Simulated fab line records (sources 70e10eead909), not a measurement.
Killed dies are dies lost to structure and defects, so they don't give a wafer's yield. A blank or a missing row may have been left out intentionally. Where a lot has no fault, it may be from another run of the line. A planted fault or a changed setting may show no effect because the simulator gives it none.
Matching of chambers    flow nand harc    rie diel-01 running NHARC_A_STAIRCASE_DESCUM_443: 4 sister chambers
The step chemistry O2, time 3 s. 16 wafers are shown with their chamber, then 8 later ones without.

WAFERS PAIRED WITH THEIR CHAMBERS
wafer   chamber  oes product au (a.u.)  showerhead plenum p Torr (Torr)  rf vpp V (V)
L076.2  2        0.999                  1.91                             59.3
L076.5  1        0.993                  1.77                             56.1
L076.6  0        1.013                  1.85                             56.7
L079.4  3        1.014                  1.90                             58.1
L079.5  0        1.008                  1.84                             58.4
L079.6  3        1.020                  1.91                             56.5
L081.1  3        1.013                  1.90                             57.7
L081.4  2        0.991                  1.91                             57.6
L081.5  0        1.018                  1.84                             57.2
L083.1  1        1.007                  1.77                             57.7
L083.3  2        1.008                  1.91                             58.1
L083.6  0        1.027                  1.84                             56.4
L085.2  1        0.987                  1.77                             56.8
L085.3  3        1.007                  1.90                             59.3
L085.6  2        0.994                  1.90                             58.2
L088.4  1        0.992                  2.08                             57.5

SIGNATURES (means of the wafers above)
reading                   chamber 0  chamber 1  chamber 2  chamber 3  scatter within a chamber
oes product au            1.01650    0.99475    0.99800    1.01350    0.00747
showerhead plenum p Torr  1.8425     1.8475     1.9075     1.9025     0.0776
rf vpp V                  57.175     57.025     58.300     57.900     0.888
Rule: for a wafer and a chamber, the distance is found by dividing, reading by reading, the gap between the wafer's reading and the chamber's mean by the reading's scatter, squaring, summing and taking the root. If the next closest chamber is less than 2 further off than the closest, the wafer can't be placed; otherwise it belongs to the closest. The scatter: the root of (the sum of the squares of (reading less its chamber's mean) over the shown wafers, divided by (wafers less chambers)).

WAFERS MISSING THEIR CHAMBER
wafer   oes product au (a.u.)  showerhead plenum p Torr (Torr)  rf vpp V (V)
L088.5  1.011                  1.84                             57.8
L088.6  1.008                  1.90                             57.8
L091.1  0.983                  2.07                             58.4
L091.4  1.015                  1.83                             59.0
L091.5  0.978                  2.07                             58.3
L094.3  1.010                  1.89                             57.6
L094.5  1.030                  1.83                             56.3
L094.6  1.014                  1.89                             58.5

EACH ONE'S CHAMBER
wafer   from the rows above                in truth
L088.5  can't be placed: 3 or 0 or 2 or 1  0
L088.6  can't be placed: 3 or 2 or 0 or 1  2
L091.1  can't be placed: 2 or 1 or 3       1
L091.4  can't be placed: 3 or 0 or 2 or 1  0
L091.5  can't be placed: 2 or 1 or 3       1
L094.3  can't be placed: 3 or 0 or 2 or 1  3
L094.5  can't be placed: 0 or 3            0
L094.6  can't be placed: 3 or 0 or 2       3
Correctly placed: 0 of 8. Can't be placed from these rows: 8 (the true chamber is among the candidates in 8). Placed wrongly: 0.
